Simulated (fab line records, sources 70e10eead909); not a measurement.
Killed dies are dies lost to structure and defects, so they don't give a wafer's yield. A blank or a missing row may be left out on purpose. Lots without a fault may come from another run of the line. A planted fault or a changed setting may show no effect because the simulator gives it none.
Which tool did it? | flow nand_harc | 12 lots, 36 wafers sampled, at 6 steps of a route of 1159

WHAT THE GAUGES READ, wafer by wafer
NHARC_A_ONON_D1_THK_MEAS_18: measures by ellipsometry.
lot  | measured     | on            | thk_nm (nm)
L445 | day 8 12:56  | film_metro-02 | 1003 1001 1001
L446 | day 8 13:16  | film_metro-01 | 997 997 997
L450 | day 9 01:09  | film_metro-02 | 1003 1002 1003
L452 | day 9 08:29  | film_metro-01 | 1004 1002 1002
L451 | day 9 08:29  | film_metro-02 | 993 992 992
L454 | day 10 05:59 | film_metro-01 | 1017 1018 1019
L453 | day 10 05:38 | film_metro-02 | 995 995 996
L456 | day 10 05:39 | film_metro-01 | 999 998 996
L455 | day 10 09:16 | film_metro-02 | 990 991 990
L457 | day 11 06:17 | film_metro-01 | 647 1002 646
L467 | day 13 10:08 | film_metro-02 | 1005 1004 1004
L468 | day 14 03:55 | film_metro-02 | 1009 1006 1008

NHARC_A_CHANNEL_HOLE_D1_INSPECT_12.
lot  | measured     | on                | raw_defect_count
L445 | day 8 20:24  | defect_inspect-02 | 4 6 3
L446 | day 8 21:45  | defect_inspect-02 | 5 4 4
L450 | day 9 07:46  | defect_inspect-02 | 6 3 8
L452 | day 9 14:26  | defect_inspect-01 | 5 2 7
L451 | day 9 14:12  | defect_inspect-02 | 3 6 8
L454 | day 10 15:04 | defect_inspect-02 | 4 7 13
L453 | day 10 13:01 | defect_inspect-02 | 3 7 7
L456 | day 10 13:10 | defect_inspect-01 | 5 4 0
L455 | day 10 18:32 | defect_inspect-02 | 4 4 2
L457 | day 11 12:05 | defect_inspect-01 | 4
L467 | day 13 15:39 | defect_inspect-01 | 5 10 7
L468 | day 14 11:27 | defect_inspect-01 | 2 1 1

NHARC_END_SORT_01.
lot  | measured     | on        | killed_at_array | killed_at_other | killed_at_periphery | killed_dies | killed_open | killed_short
L457 | day 22 09:09 | prober-02 | 672 33 676      | 1 0 0           | 4 0 1               | 677 33 677  | 6 3 3       | 3 2 2

WHICH TOOL RAN EACH LOT (tool, then ch and the chambers of the sampled wafers, then the start)
lot  | NHARC_P_BONDPAD_ETCH_37            | NHARC_P_BONDPAD_ETCH_24                       | NHARC_A_ONON_D1_DEP_16
L445 | rie_diel-05 ch 0,1,3, day 6 19:17  | rie_diel-12 ch 0,1,2, day 8 12:26 or earlier  | pecvd_onon-04 ch 0, day 8 12:26
L446 | rie_diel-06 ch 0,1,3, day 6 23:17  | rie_diel-12 ch 0,3, day 8 12:49 or earlier    | pecvd_onon-03 ch 0, day 8 12:49
L450 | rie_diel-12 ch 1,2,3, day 7 13:41  | rie_diel-05 ch 1,2,3, day 9 00:38 or earlier  | pecvd_onon-02 ch 0, day 9 00:38
L452 | rie_diel-12 ch 0,1,3, day 7 20:37  | rie_diel-12 ch 0,1,3, day 9 07:59 or earlier  | pecvd_onon-02 ch 0, day 9 07:59
L451 | rie_diel-06 ch 0,3, day 7 20:50    | rie_diel-12 ch 0,3, day 9 08:09 or earlier    | pecvd_onon-03 ch 0, day 9 08:09
L454 | rie_diel-12 ch 0,1,3, day 8 17:35  | rie_diel-12 ch 1,2,3, day 10 05:29 or earlier | pecvd_onon-03 ch 0, day 10 05:29
L453 | rie_diel-12 ch 0,3, day 8 18:07    | rie_diel-12 ch 0,2,3, day 10 05:11 or earlier | pecvd_onon-03 ch 0, day 10 05:11
L456 | rie_diel-12 ch 2,3, day 8 20:04    | rie_diel-12 ch 0,1,2, day 10 05:11 or earlier | pecvd_onon-02 ch 0, day 10 05:11
L455 | rie_diel-12 ch 0,2, day 8 21:24    | rie_diel-06 ch 2,3, day 10 08:46 or earlier   | pecvd_onon-02 ch 0, day 10 08:46
L457 | rie_diel-06 ch 0,1,3, day 9 14:20  | rie_diel-06 ch 0,1,3, day 11 05:50 or earlier | pecvd_onon-02 ch 0, day 11 05:50
L467 | rie_diel-06 ch 0,1,2, day 11 20:11 | rie_diel-12 ch 2,3, day 13 09:47 or earlier   | pecvd_onon-03 ch 0, day 13 09:47
L468 | rie_diel-12 ch 1,2, day 12 13:29   | rie_diel-12 ch 0,1, day 14 03:28 or earlier   | pecvd_onon-04 ch 0, day 14 03:28
- NHARC_P_BONDPAD_ETCH_37: etches the open film in N2/H2, target depth 60 nm, overetch 18 nm, time 65.91 s.
- NHARC_P_BONDPAD_ETCH_24: etches the open film in CF4/N2, target depth 30 nm, time 72.99 s.
- NHARC_A_ONON_D1_DEP_16: target thk 1000 nm.

WHAT THE TOOLS THEMSELVES READ (means of the sampled wafers that have a number; where no wafer has one, the mark that the record gives instead)
NHARC_P_BONDPAD_ETCH_37.
lot  | tool        | drypump_motor_current_A (A) | oes_product_au (a.u.) | rf_vpp_V (V) | showerhead_plenum_p_Torr (Torr) | throttle_valve_pct (%)
L445 | rie_diel-05 | 5.6                         | 1.001                 | 428.2        | 1.98                            | 14.177
L446 | rie_diel-06 | 6.0                         | 1.009                 | 431.4        | 2.08                            | 14.177
L450 | rie_diel-12 | 5.8                         | 0.996                 | 431.8        | 2.07                            | 14.165
L452 | rie_diel-12 | 5.8                         | 1.000                 | 429.7        | 2.01                            | 14.169
L451 | rie_diel-06 | 6.2                         | 1.009                 | 432.8        | 2.10                            | 14.176
L454 | rie_diel-12 | 5.8                         | 1.000                 | 429.8        | 2.01                            | 14.168
L453 | rie_diel-12 | 6.2                         | 0.998                 | 429.0        | 2.00                            | 14.170
L456 | rie_diel-12 | 6.0                         | 1.007                 | 432.5        | 2.10                            | 14.171
L455 | rie_diel-12 | 6.3                         | 0.991                 | 429.5        | 2.03                            | 14.180
L457 | rie_diel-06 | 6.0                         | 1.003                 | 431.4        | 2.07                            | 14.166
L467 | rie_diel-06 | 5.8                         | 0.988                 | 430.9        | 2.03                            | 14.174
L468 | rie_diel-12 | 5.9                         | 1.001                 | 432.2        | 2.10                            | 14.171

NHARC_P_BONDPAD_ETCH_24.
lot  | tool        | drypump_motor_current_A (A) | oes_product_au (a.u.) | rf_vpp_V (V) | showerhead_plenum_p_Torr (Torr) | throttle_valve_pct (%)
L445 | rie_diel-12 | 5.9                         | 0.998                 | 314.0        | 2.63                            | 19.797
L446 | rie_diel-12 | 6.2                         | 0.995                 | 312.8        | 2.58                            | 19.799
L450 | rie_diel-05 | 5.9                         | 1.005                 | 313.7        | 2.61                            | 19.783
L452 | rie_diel-12 | 5.8                         | 0.999                 | 314.6        | 2.60                            | 19.795
L451 | rie_diel-12 | 6.2                         | 1.003                 | 313.3        | 2.58                            | 19.795
L454 | rie_diel-12 | 5.8                         | 0.995                 | 314.2        | 2.67                            | 19.799
L453 | rie_diel-12 | 6.2                         | 0.996                 | 314.9        | 2.66                            | 19.808
L456 | rie_diel-12 | 5.9                         | 0.998                 | 313.9        | 2.63                            | 19.794
L455 | rie_diel-06 | 5.6                         | 0.991                 | 314.0        | 2.61                            | 19.794
L457 | rie_diel-06 | 6.0                         | 0.999                 | 314.1        | 2.67                            | 19.799
L467 | rie_diel-12 | 6.1                         | 0.994                 | 315.6        | 2.72                            | 19.795
L468 | rie_diel-12 | 5.5                         | 0.992                 | 312.7        | 2.57                            | 19.800

THE ANSWER, worked out from the rows above alone
Rule: what is usual is taken from the lots themselves. Put in order of their means at a reading, lots are off if they are a third of the lots or fewer, leave a main group of 4 or more, and stand apart from it by a gap of 3 or more times the standard deviation of the main group's means; of several such gaps the widest counts. A main group whose means are all the same, to the digits that the tables above print for the reading, isn't used. A lot without any number at a reading at which 4 lots or more have one is off too. The other lots that the step has rows for count as sound. The gauges are gone through in route order, then the tools' own readings, and for those a lot's mean is taken as printed above. The first step at which some lot is off is used, and at that step the reading that is off furthest; a lot without a number counts as furthest.
Off: L457, at NHARC_A_ONON_D1_THK_MEAS_18 (thk_nm). The main group: mean 1001 nm, standard deviation 7.4.
A tool fits if, at a process step before that reading, it ran every lot that is off, and no sound lot after the first of them. The gauges at NHARC_A_ONON_D1_THK_MEAS_18 are tried like those tools. NHARC_P_BONDPAD_ETCH_24 gives no start for some lots, so the hours and the order of its lots are those of NHARC_A_ONON_D1_DEP_16. Can't be told from this: 3 tools fit, rie_diel-06 at NHARC_P_BONDPAD_ETCH_24, pecvd_onon-02 at NHARC_A_ONON_D1_DEP_16, film_metro-01 at NHARC_A_ONON_D1_THK_MEAS_18.

WHAT THE SIMULATOR HAD PUT IN
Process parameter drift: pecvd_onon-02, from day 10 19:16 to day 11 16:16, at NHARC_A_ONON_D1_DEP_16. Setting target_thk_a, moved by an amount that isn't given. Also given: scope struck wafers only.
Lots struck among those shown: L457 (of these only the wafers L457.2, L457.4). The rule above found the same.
